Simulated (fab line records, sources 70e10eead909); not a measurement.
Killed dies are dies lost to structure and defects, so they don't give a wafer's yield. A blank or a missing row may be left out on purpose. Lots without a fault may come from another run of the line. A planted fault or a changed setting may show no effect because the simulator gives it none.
fab line records | flow nand_harc
record lots=24 wafers=72 last_day=34
route steps=1302 shown A_STAIRCASE@877 A_SLIT@924 A_WL_FILL@956
lots that met no fault: from a run of the same line without faults
start_h: hours from the record's first day to the start of the lot's first wafer shown | wait_h: hours since the lot's step before | " the same as in the row above | L1.1+2: a row that stands for several wafers | - no value, or no start given | * or withheld: withheld | < > ~ a bound
route shown NAME@n: a module of which the file shows steps, and the number in the route of the first | usual: mean/standard deviation of fault-free wafers | same: alike in all rows | chamber/n: place in a boat | sites: the reading at each site | _std_site: their standard deviation | _edge_site: outer sites' mean less inner sites' | radius_mm: how far each site lies from the wafer's centre | mask NAME#n: copy n | behind: the tool/chamber that last shaped the wafer | hold: why the lot was held/for how many hours/how that ended | device: the transistor (n, p or np) that didn't switch | end of line: the same wafers' tests at the end of the route | a step without rows: its recipe alone | killed: dies lost to structure and defects at the first sort, not the wafer's yield | map: a wafer's dies, x killed, . not, _ none there
set.NAME: the setting as run; set.NAME@STEP: as run at that earlier step | model.NAME: the simulator's own value behind a step, which no gauge read
steps of the route over a sample of lots; a table a step, a row a wafer
services: from which hour (start_h, from the record's first day; less than 0 if before it) a tool's chamber was out of use, for how many hours, and why
## steps
# step NHARC_A_STAIRCASE_CMP_152
# usual motor_current_A=12.3/0.86
# columns lot.wafer tool chamber start_h wait_h motor_current_A
L074.4 cmp-01 2 435.01 0.1 10.6
L074.6 " 0 " " 11.4
L074.5 " 1 " " 12.1
L075.1 cmp-01 3 444.20 0.1 11.7
L075.5 " 2 " " 11.9
L075.6 " 3 " " 11.9
L076.1 cmp-02 2 444.59 0.1 11.8
L076.2 " 3 " " 14.3
L076.5 " 1 " " 12.9
L078.1 cmp-02 3 460.16 0.1 13.8
L078.3 " 1 " " 12.4
L078.6 " 3 " " 14.5
L077.4 cmp-01 3 463.00 0.1 12.2
L077.1 " 0 " " 12.4
L077.6 " 3 " " 11.8
L079.3 cmp-01 2 466.53 0.1 11.0
L079.1 " 3 " " 11.8
L079.5 " 1 " " 12.2
L080.3 cmp-02 3 478.17 0.1 13.7
L080.2 " 1 " " 12.1
L080.6 " 2 " " 12.3
L081.1 cmp-03 1 478.82 0.1 12.6
L081.3 " 3 " " 12.6
L081.5 " 0 " " 13.3
L082.2 cmp-02 2 513.85 0.1 11.1
L082.4 " 1 " " 12.5
L082.5 " 2 " " 12.2
L083.2 cmp-03 2 513.90 0.1 11.9
L083.1 " 3 " " 12.4
L083.4 " 0 " " 13.6
L085.3 cmp-02 2 535.38 0.1 11.2
L085.6 " 3 " " 14.2
L085.5 " 0 " " 12.4
L084.2 cmp-01 0 535.47 0.1 12.3
L084.6 " 2 " " 10.9
L084.5 " 3 " " 11.7
L087.1 cmp-02 1 552.43 0.1 12.3
L087.5 " 1 " " 12.3
L087.6 " 2 " " 11.1
L086.2 cmp-03 1 552.66 0.1 12.7
L086.5 " 1 " " 12.3
L086.6 " 2 " " 11.5
L088.3 cmp-01 3 576.63 0.1 11.4
L088.5 " 2 " " 11.2
L088.6 " 3 " " 11.7
L089.3 cmp-02 2 576.76 0.1 11.2
L089.1 " 0 " " 12.4
L089.5 " 1 " " 11.8
L091.3 cmp-01 3 586.90 0.1 11.8
L091.1 " 0 " " 12.4
L091.5 " 2 " " 11.5
L090.1 cmp-02 0 586.91 0.1 13.1
L090.2 " 1 " " 12.1
L090.6 " 3 " " 13.2
L092.4 cmp-03 1 604.10 0.1 12.4
L092.3 " 2 " " 12.4
L092.2 " 0 " " 13.7
L093.2 cmp-02 3 629.04 0.1 13.5
L093.5 " 1 " " 12.4
L093.6 " 2 " " 11.1
L095.1 cmp-01 1 629.18 0.1 11.4
L095.3 " 2 " " 11.6
L095.6 " 0 " " 12.5
L094.2 cmp-03 1 629.44 0.1 12.6
L094.4 " 3 " " 12.6
L094.5 " 2 " " 11.7
L096.3 cmp-01 2 647.69 0.1 11.0
L096.2 " 3 " " 11.8
L096.1 " 0 " " 12.1
L097.1 cmp-03 0 672.15 0.1 13.2
L097.3 " 1 " " 13.1
L097.2 " 2 " " 11.9
# step NHARC_A_STAIRCASE_DEP_471
# recipe target_thk_a=1000 temp_c=400 pressure_torr=6.5 rf_w=900 teos_flow_sccm=161.4 flow_sccm=2650 target_thk_nm=100 gas=O2 material=SiO2
# usual heater_power_w=544/67 throttle_valve_pct=15.8/0.59
# columns lot.wafer tool chamber start_h wait_h heater_power_w throttle_valve_pct
L074.5 pecvd-01 1 436.17 - 522 15.6
L074.4 " 2 " " 613 15.7
L074.6 " 0 " " 641 16.8
L075.1 pecvd-03 1 445.38 - 452 16.0
L075.6 " 0 " " 542 15.3
L075.5 " 1 " " 472 15.8
L076.1 pecvd-03 2 445.70 - 483 14.8
L076.2 " 0 " " 546 15.3
L076.5 " 0 " " 544 15.5
L078.3 pecvd-01 1 461.29 - 459 15.9
L078.1 " 2 " " 641 15.7
L078.6 " 0 " " 612 16.7
L077.1 pecvd-02 2 464.20 - 588 16.1
L077.6 " 0 " " 589 16.2
L077.4 " 2 " " 578 16.4
L079.1 pecvd-03 2 467.60 - 600 15.1
L079.3 " 0 " " 506 15.3
L079.5 " 1 " " 428 15.8
L080.3 pecvd-03 1 479.27 - 493 16.0
L080.2 " 2 " " 570 14.6
L080.6 " 0 " " 576 15.5
L081.1 pecvd-01 1 479.96 - 468 15.7
L081.3 " 2 " " 511 15.7
L081.5 " 2 " " 506 15.4
L083.1 pecvd-03 1 515.14 - 519 16.0
L083.2 " 0 " " 635 15.2
L083.4 " 0 " " 487 15.5
L082.2 pecvd-01 0 515.15 - 621 16.4
L082.4 " 0 " " 632 16.3
L082.5 " 2 " " 587 15.7
L085.3 pecvd-01 0 536.48 - 612 16.4
L085.5 " 2 " " 593 15.6
L085.6 " 1 " " 387 15.1
L084.2 pecvd-03 1 536.59 - 453 16.1
L084.6 " 0 " " 484 15.5
L084.5 " 2 " " 515 14.9
L087.1 pecvd-02 1 553.62 - 510 16.2
L087.6 " 2 " " 444 16.4
L087.5 " 1 " " 517 16.1
L086.2 pecvd-02 1 553.82 - 592 16.2
L086.6 " 1 " " 606 16.2
L086.5 " 2 " " 575 16.6
L088.3 pecvd-03 1 577.80 - 437 16.2
L088.5 " 0 " " 495 14.9
L088.6 " 1 " " 433 16.4
L089.3 pecvd-01 2 577.86 - 653 15.7
L089.1 " 0 " " 579 16.9
L089.5 " 0 " " 583 16.7
L091.1 pecvd-02 1 588.02 - 529 16.4
L091.3 " 2 " " 521 16.3
L091.5 " 0 " " 469 15.9
L090.1 pecvd-01 1 588.05 - 390 15.2
L090.2 " 2 " " 505 15.8
L090.6 " 0 " " 662 16.6
L092.2 pecvd-02 0 605.33 - 608 16.4
L092.3 " 1 " " 503 16.1
L092.4 " 2 " " 572 15.9
L093.2 pecvd-03 2 630.22 - 610 15.1
L093.5 " 0 " " 631 15.3
L093.6 " 1 " " 535 16.4
L095.3 pecvd-01 1 630.37 - 400 15.7
L095.1 " 2 " " 587 16.0
L095.6 " 2 " " 578 16.0
L094.2 pecvd-03 2 630.65 - 604 15.1
L094.5 " 1 " " 542 16.4
L094.4 " 0 " " 496 15.3
L096.2 pecvd-03 2 648.77 - 605 15.2
L096.3 " 0 " " 624 15.1
L096.1 " 1 " " 420 16.4
L097.3 pecvd-03 1 673.24 - 485 16.6
L097.2 " 2 " " 523 15.0
L097.1 " 0 " " 559 15.4
# step NHARC_A_SLIT_DEP_23
# recipe target_thk_a=1000 target_thk_nm=100 temp_c=400 pressure_torr=3.5 flow_sccm=200 rf_w=350 material=SiON
# usual heater_power_w=731/110
# columns lot.wafer tool chamber start_h wait_h heater_power_w
L074.6 pecvd-01 0 448.55 0.1 844
L074.5 " 1 " " 719
L074.4 " 2 " " 768
L075.1 pecvd-01 0 457.91 3.2 838
L075.5 " 2 " " 709
L075.6 " 0 " " 846
L076.1 pecvd-01 0 458.08 3.3 878
L076.2 " 1 " " 708
L076.5 " 0 " " 853
L078.3 pecvd-01 0 474.48 1.9 719
L078.1 " 1 " " 603
L078.6 " 2 " " 810
L077.1 pecvd-04 2 478.27 3.2 754
L077.4 " 1 " " 497
L077.6 " 0 " " 752
L079.1 pecvd-02 0 478.66 3.2 816
L079.3 " 2 " " 667
L079.5 " 1 " " 684
L081.3 pecvd-04 1 494.70 2.0 545
L081.1 " 0 " " 783
L081.5 " 0 " " 781
L080.2 pecvd-04 0 496.31 2.5 798
L080.3 " 1 " " 562
L080.6 " 2 " " 747
L083.1 pecvd-04 1 527.75 3.2 519
L083.2 " 2 " " 785
L083.4 " 2 " " 791
L082.2 pecvd-02 0 527.80 2.6 807
L082.4 " 0 " " 662
L082.5 " 1 " " 788
L084.2 pecvd-04 1 548.57 2.5 476
L084.6 " 1 " " 484
L084.5 " 0 " " 756
L085.3 pecvd-04 0 548.77 2.1 826
L085.5 " 2 " " 723
L085.6 " 0 " " 843
L087.1 pecvd-02 0 570.97 3.2 692
L087.6 " 0 " " 706
L087.5 " 1 " " 732
L086.2 pecvd-01 0 571.77 2.6 876
L086.6 " 1 " " 662
L086.5 " 0 " " 720
L088.3 pecvd-04 0 593.53 1.9 755
L088.6 " 0 " " 779
L088.5 " 1 " " 573
L089.1 pecvd-01 0 593.59 3.2 846
L089.3 " 2 " " 823
L089.5 " 0 " " 875
L091.3 pecvd-04 0 602.02 2.0 860
L091.1 " 1 " " 510
L091.5 " 0 " " 876
L090.2 pecvd-01 0 602.20 2.5 888
L090.1 " 2 " " 823
L090.6 " 0 " " 874
L092.2 pecvd-01 2 622.85 2.5 848
L092.4 " 2 " " 828
L092.3 " 0 " " 865
L093.2 pecvd-02 1 643.72 2.6 650
L093.6 " 1 " " 656
L093.5 " 2 " " 673
L095.1 pecvd-01 0 644.07 3.1 801
L095.3 " 2 " " 798
L095.6 " 1 " " 671
L094.2 pecvd-04 2 647.45 2.5 735
L094.5 " 2 " " 737
L094.4 " 0 " " 690
L096.3 pecvd-04 0 665.92 1.9 736
L096.1 " 1 " " 550
L096.2 " 2 " " 736
L097.1 pecvd-02 0 690.43 3.1 792
L097.2 " 1 " " 618
L097.3 " 2 " " 755
# step NHARC_A_SLIT_ETCH_17
# recipe bias_v=900 source_w=withheld pressure_mtorr=20 ar_flow_sccm=375 c4f8_flow_sccm=83.3 o2_flow_sccm=41.7 time_s=4254.5 target_depth_a=2.03e+05 chemistry=C4F8/O2/Ar
# usual drypump_motor_current_A=5.8/0.82 showerhead_plenum_p_Torr=3.62/0.19 throttle_valve_pct=32.045/0.0097
# columns lot.wafer tool chamber start_h wait_h drypump_motor_current_A rf_hours_counter_h showerhead_plenum_p_Torr throttle_valve_pct
L074.4 har_etch-01 0 452.41 - 6.7 - 3.52 32.047
L074.5 " 1 " " 4.9 - 3.45 32.048
L074.6 " 0 " " 6.7 - 3.52 32.046
L076.2 har_etch-02 0 463.05 - 6.5 43 3.64 32.050
L076.1 " 1 " " 5.0 43 3.92 32.048
L076.5 " 1 466.07 - 5.0 - 3.92 32.053
L075.1 har_etch-01 0 463.38 - 6.7 252 3.52 32.050
L075.6 " 1 465.19 - 5.0 - 3.44 32.053
L075.5 " 0 " " 6.7 - 3.52 32.032
L078.1 har_etch-01 1 476.44 - 5.0 260 3.44 32.047
L078.3 " 1 477.63 - 4.9 - 3.44 32.061
L078.6 " 1 478.83 - 4.9 - 3.44 32.046
L079.1 har_etch-01 0 480.78 - 6.7 264 3.51 32.055
L079.3 " 0 481.97 - 6.8 - 3.51 32.034
L079.5 " 1 483.75 - 5.0 - 3.44 32.028
L077.1 har_etch-02 0 480.83 - 6.5 50 3.64 32.033
L077.4 " 0 482.02 - 6.5 - 3.64 32.079
L077.6 " 1 " " 5.0 - 3.91 32.038
L081.1 har_etch-02 1 497.67 - 5.0 62 3.91 32.042
L081.3 " 1 498.90 - 5.0 - 3.90 32.054
L081.5 " 0 " " 6.5 - 3.63 32.056
L080.2 har_etch-02 0 501.54 - 6.4 65 3.63 32.036
L080.3 " 1 " " 5.0 - 3.90 32.051
L080.6 " 0 503.95 - 6.5 - 3.63 32.050
L083.1 har_etch-02 0 529.75 - 6.5 81 3.62 32.040
L083.2 " 1 " " 5.0 81 3.89 32.041
L083.4 " 0 " " 6.4 - 3.62 32.043
L082.2 har_etch-01 0 533.29 - 6.7 291 3.50 32.027
L082.4 " 1 " " 5.0 - 3.42 32.055
L082.5 " 0 535.68 - 6.7 - 3.50 32.037
L084.2 har_etch-02 0 551.29 - 6.4 92 3.61 32.041
L084.5 " 1 553.10 - 5.0 - 3.89 32.045
L084.6 " 0 " " 6.5 - 3.61 32.045
L085.3 har_etch-01 0 552.09 - 6.7 - 3.49 32.034
L085.5 " 0 553.32 - 6.7 - 3.49 32.058
L085.6 " 1 " " 4.9 - 3.42 32.057
L087.1 har_etch-02 1 572.94 - 5.0 104 3.88 32.044
L087.5 " 1 575.35 - 5.0 - 3.88 32.054
L087.6 " 0 " " 6.4 - 3.61 32.067
L086.2 har_etch-01 1 574.33 - 4.9 314 3.41 32.044
L086.5 " 0 576.17 - 6.7 - 3.48 32.046
L086.6 " 1 " " 5.0 - 3.41 32.052
L088.3 har_etch-02 1 597.44 - 5.0 - 3.87 32.033
L088.6 " 0 " " 6.5 - 3.60 32.048
L088.5 " 1 " " 5.0 - 3.87 32.050
L089.1 har_etch-01 0 597.62 - 6.7 329 3.48 32.037
L089.3 " 1 599.46 - 5.0 - 3.40 32.039
L089.5 " 0 " " 6.7 - 3.48 32.029
L091.1 har_etch-02 1 604.00 - 5.0 123 3.87 32.050
L091.3 " 1 605.20 - 5.0 - 3.87 32.053
L091.5 " 0 607.02 - 6.5 - 3.60 32.043
L090.2 har_etch-01 1 604.42 - 5.0 333 3.40 32.028
L090.1 " 0 " " 6.7 333 3.47 32.061
L090.6 " 0 607.43 - 6.7 - 3.47 32.041
L092.2 har_etch-01 0 625.52 - 6.7 340 3.47 32.040
L092.4 " 1 " " 5.0 - 3.40 32.054
L092.3 " 0 " " 6.7 - 3.47 32.057
L093.2 har_etch-02 1 646.41 - 5.0 150 3.85 32.042
L093.5 " 0 648.24 - 6.5 - 3.58 32.021
L093.6 " 1 " " 5.0 - 3.85 32.059
L095.1 har_etch-01 1 648.76 - 5.0 344 3.94 32.042
L095.3 " 1 649.96 - 5.0 - 3.94 32.042
L095.6 " 0 651.76 - 6.7 - 3.46 32.046
L094.2 har_etch-01 0 653.16 - 6.7 363 3.46 32.055
L094.4 " 1 " " 5.0 - 3.94 32.040
L094.5 " 0 655.59 - 6.7 - 3.46 32.034
L096.2 har_etch-01 1 667.91 - 5.0 355 3.93 32.041
L096.1 " 0 " " 6.7 371 3.45 32.060
L096.3 " 1 " " 5.0 - 3.93 32.048
L097.2 har_etch-02 0 692.81 - 6.5 173 3.57 32.036
L097.1 " 1 " " 5.0 173 3.84 32.037
L097.3 " 0 " " 6.4 - 3.57 32.048
# step NHARC_A_WL_FILL_CVD_03
# recipe target_thk_a=400 temp_c=300 pressure_torr=40 wf6_flow_sccm=40 h2_flow_sccm=1600 ar_flow_sccm=1560 time_s=279 material=W
# usual heater_power_w=475/33 mfc_wf6_sccm=39.99/0.12 throttle_valve_pct=7.88/0.19
# columns lot.wafer tool chamber start_h wait_h heater_power_w mfc_wf6_sccm throttle_valve_pct
L074.4 cvd_w-02 0 463.35 0.2 467 39.92 7.55
L074.5 " 0 " " 462 40.03 7.82
L074.6 " 1 " " 508 39.98 7.81
L076.1 cvd_w-01 1 475.50 0.1 421 40.09 7.89
L076.2 " 0 " " 497 39.93 7.94
L076.5 " 1 " " 420 40.09 7.76
L075.1 cvd_w-02 1 475.55 0.1 512 40.19 7.84
L075.5 " 1 " " 515 39.99 7.84
L075.6 " 0 " " 471 40.04 7.71
L078.1 cvd_w-02 1 489.03 0.1 504 40.22 7.87
L078.3 " 1 " " 511 40.10 7.91
L078.6 " 0 " " 472 40.22 7.52
L077.1 cvd_w-02 0 492.91 0.1 473 40.10 8.11
L077.4 " 1 " " 509 40.11 7.75
L077.6 " 0 " " 459 40.04 7.66
L079.1 cvd_w-01 1 493.05 0.1 408 40.07 7.62
L079.3 " 0 " " 498 39.97 8.22
L079.5 " 0 " " 500 39.90 7.89
L081.1 cvd_w-01 0 509.85 0.1 500 40.07 7.93
L081.3 " 1 " " 410 39.67 8.06
L081.5 " 1 " " 419 39.69 7.86
L080.2 cvd_w-01 0 513.75 0.1 508 40.02 7.83
L080.3 " 1 " " 416 40.16 7.79
L080.6 " 0 " " 514 39.92 8.19
L083.2 cvd_w-02 1 542.49 0.1 508 39.99 8.10
L083.1 " 0 " " 480 39.88 7.82
L083.4 " 0 " " 467 39.86 7.88
L082.2 cvd_w-02 0 545.45 0.1 470 39.74 7.73
L082.4 " 0 " " 474 39.80 7.84
L082.5 " 0 " " 475 39.92 7.75
L084.2 cvd_w-02 1 563.45 0.1 503 40.10 8.08
L084.6 " 1 " " 512 40.17 7.92
L084.5 " 0 " " 473 39.88 7.95
L085.3 cvd_w-01 0 563.45 0.2 491 39.98 7.87
L085.5 " 0 " " 498 39.97 8.07
L085.6 " 1 " " 419 40.00 7.82
L087.1 cvd_w-02 1 585.63 0.1 515 39.91 8.16
L087.6 " 1 " " 503 40.04 8.00
L087.5 " 0 " " 485 39.89 8.14
L086.2 cvd_w-01 0 585.85 0.1 490 39.80 8.00
L086.6 " 1 " " 430 39.88 7.74
L086.5 " 0 " " 495 39.99 7.92
L088.3 cvd_w-01 1 608.29 0.2 424 40.16 7.67
L088.6 " 1 " " 418 39.95 7.88
L088.5 " 0 " " 486 40.04 8.13
L089.1 cvd_w-02 0 612.93 0.1 489 40.25 7.91
L089.3 " 1 " " 516 39.91 7.90
L089.5 " 1 " " 500 39.94 8.04
L090.1 cvd_w-01 0 616.55 0.1 495 40.03 8.03
L090.2 " 1 " " 413 40.00 7.95
L090.6 " 0 " " 497 39.92 7.90
L091.1 cvd_w-02 0 616.85 0.1 469 40.13 8.15
L091.3 " 1 " " 503 39.80 7.96
L091.5 " 0 " " 481 40.03 7.81
L092.2 cvd_w-01 0 637.72 0.1 474 40.08 7.85
L092.3 " 1 " " 421 40.08 8.10
L092.4 " 0 " " 498 39.91 7.96
L093.2 cvd_w-02 0 658.54 0.1 479 40.06 7.80
L093.6 " 1 " " 493 40.07 7.63
L093.5 " 0 " " 491 40.18 7.73
L095.1 cvd_w-01 1 661.92 0.1 434 40.06 7.79
L095.3 " 1 " " 419 40.02 7.70
L095.6 " 0 " " 491 40.09 8.36
L094.2 cvd_w-02 0 666.53 0.1 482 39.89 7.87
L094.4 " 0 " " 491 40.06 7.86
L094.5 " 1 " " 489 39.86 7.42
L096.2 cvd_w-01 1 680.63 0.1 427 39.87 7.89
L096.1 " 0 " " 490 39.84 8.10
L096.3 " 1 " " 420 40.12 7.99
L097.1 cvd_w-02 1 705.16 0.1 495 39.95 7.36
L097.2 " 0 " " 485 39.86 7.83
L097.3 " 1 " " 502 39.81 7.66
# step NHARC_A_WL_FILL_CMP_12
# recipe t_overpolish_s=30 target_thk_nm=100
# usual motor_current_A=12.0/0.81 overpolish_run_s=29.998/0.0083 time_to_endpoint_s=20.4/2.3
# columns lot.wafer tool chamber start_h wait_h motor_current_A overpolish_run_s time_to_endpoint_s
L074.4 cmp-03 3 479.98 0.1 12.9 29.992 25.2
L074.6 " 2 " " 12.0 30.000 20.6
L074.5 " 3 " " 12.3 30.000 22.0
L076.2 cmp-03 0 493.65 0.1 12.5 29.990 20.9
L076.1 " 3 " " 12.3 29.994 20.8
L076.5 " 1 " " 13.1 30.009 20.8
L075.1 cmp-03 0 493.85 0.3 13.0 29.984 22.1
L075.6 " 2 " " 12.0 29.988 20.4
L075.5 " 3 " " 12.1 29.990 20.0
L078.3 cmp-03 2 505.72 0.1 11.9 30.008 19.9
L078.1 " 0 " " 13.8 30.004 20.7
L078.6 " 2 " " 11.3 29.993 20.1
L077.4 cmp-03 0 512.94 0.1 14.2 29.998 21.9
L077.1 " 1 " " 13.5 29.998 19.2
L077.6 " 2 " " 11.8 29.995 19.2
L079.1 cmp-03 3 513.06 0.3 12.7 30.009 20.0
L079.3 " 0 " " 12.9 29.995 19.1
L079.5 " 3 " " 12.6 29.996 20.0
L081.3 cmp-03 2 526.69 0.1 11.7 30.008 20.4
L081.1 " 1 " " 12.7 29.994 22.8
L081.5 " 2 " " 11.8 29.993 19.2
L080.2 cmp-01 2 532.30 0.2 10.5 29.997 15.7
L080.3 " 3 " " 11.5 29.983 17.6
L080.6 " 0 " " 12.6 29.983 20.2
L083.1 cmp-01 3 558.89 0.2 11.7 30.007 16.0
L083.2 " 0 " " 12.4 30.012 21.2
L083.4 " 1 " " 12.7 30.002 18.5
L082.4 cmp-03 1 562.86 0.1 12.3 29.990 17.4
L082.2 " 2 " " 11.0 29.985 14.6
L082.5 " 2 " " 11.4 30.000 17.6
L085.3 cmp-04 3 580.13 0.2 11.3 29.989 19.9
L085.6 " 0 " " 10.8 29.995 23.5
L085.5 " 1 " " 11.5 30.007 21.0
L084.2 cmp-01 3 580.18 0.2 11.5 29.995 18.4
L084.5 " 0 " " 12.4 30.004 24.6
L084.6 " 1 " " 12.2 30.000 20.8
L086.2 cmp-01 1 604.35 0.1 11.9 29.994 22.2
L086.6 " 1 " " 12.1 29.996 23.9
L086.5 " 2 " " 10.5 29.989 23.5
L087.1 cmp-03 0 604.35 0.2 14.1 29.988 21.7
L087.6 " 0 " " 12.9 30.002 20.7
L087.5 " 1 " " 12.5 29.999 22.2
L088.3 cmp-01 3 625.00 0.2 11.8 29.986 20.2
L088.6 " 1 " " 11.4 29.997 21.7
L088.5 " 2 " " 11.0 30.007 18.8
L091.3 cmp-01 1 630.87 0.1 12.3 30.005 19.7
L091.1 " 3 " " 12.0 30.002 18.9
L091.5 " 1 " " 12.0 29.993 17.9
L090.1 cmp-01 1 633.91 0.1 11.8 29.981 19.6
L090.2 " 3 " " 11.7 30.005 19.8
L090.6 " 1 " " 11.8 29.997 23.3
L089.3 cmp-04 3 634.05 0.1 11.1 29.996 19.9
L089.1 " 1 " " 11.7 29.998 19.7
L089.5 " 3 " " 10.9 30.002 19.6
L092.2 cmp-04 1 655.53 0.2 11.9 29.982 18.9
L092.4 " 2 " " 12.4 29.997 17.9
L092.3 " 3 " " 11.0 29.988 17.5
L093.2 cmp-03 0 681.17 0.2 13.1 29.969 22.3
L093.6 " 2 " " 11.6 29.994 18.4
L093.5 " 3 " " 12.2 30.002 22.6
L095.3 cmp-04 1 681.28 0.1 12.7 30.007 19.4
L095.1 " 3 " " 10.8 29.997 19.5
L095.6 " 0 " " 10.9 29.991 19.4
L094.2 cmp-01 0 681.42 0.2 12.5 29.995 22.6
L094.4 " 2 " " 10.9 29.998 19.8
L094.5 " 0 " " 12.5 30.013 23.2
L096.1 cmp-04 0 698.27 0.1 10.7 30.002 21.8
L096.2 " 1 " " 11.3 30.018 21.3
L096.3 " 3 " " 10.9 29.999 20.7
L097.2 cmp-03 1 724.26 0.2 12.1 30.000 20.8
L097.1 " 2 " " 11.2 29.998 16.2
L097.3 " 3 " " 12.4 29.992 17.9
## services
# columns tool chamber start_h hours kind
cvd_w-02 - 450.00 13.0 pm
cmp-03 - 456.09 4.0 pm
cmp-01 - 477.01 35.1 repair
cmp-03 - 481.24 2.1 repair
pecvd-01 - 492.00 13.0 pm
cmp-01 - 512.11 4.0 pm
cmp-01 - 517.26 0.3 repair
cvd_w-02 - 523.67 0.8 repair
cmp-03 - 542.00 1.1 repair
cmp-01 - 548.30 1.0 repair
cmp-03 - 554.23 4.0 pm
cmp-01 - 566.77 5.5 repair
cmp-03 - 567.35 23.4 repair
pecvd-01 - 568.58 1.2 repair
pecvd-01 1 600.05 23.8 repair
cmp-03 - 608.74 18.2 repair
cmp-01 - 610.11 4.0 pm
cmp-03 - 646.44 2.9 repair
cmp-03 - 652.23 4.0 pm
cmp-01 - 657.98 2.6 repair
pecvd-01 - 673.21 13.0 pm
cmp-03 - 687.56 2.6 repair
cmp-01 - 698.71 3.1 repair
cmp-01 - 708.11 4.0 pm
## key
fault none
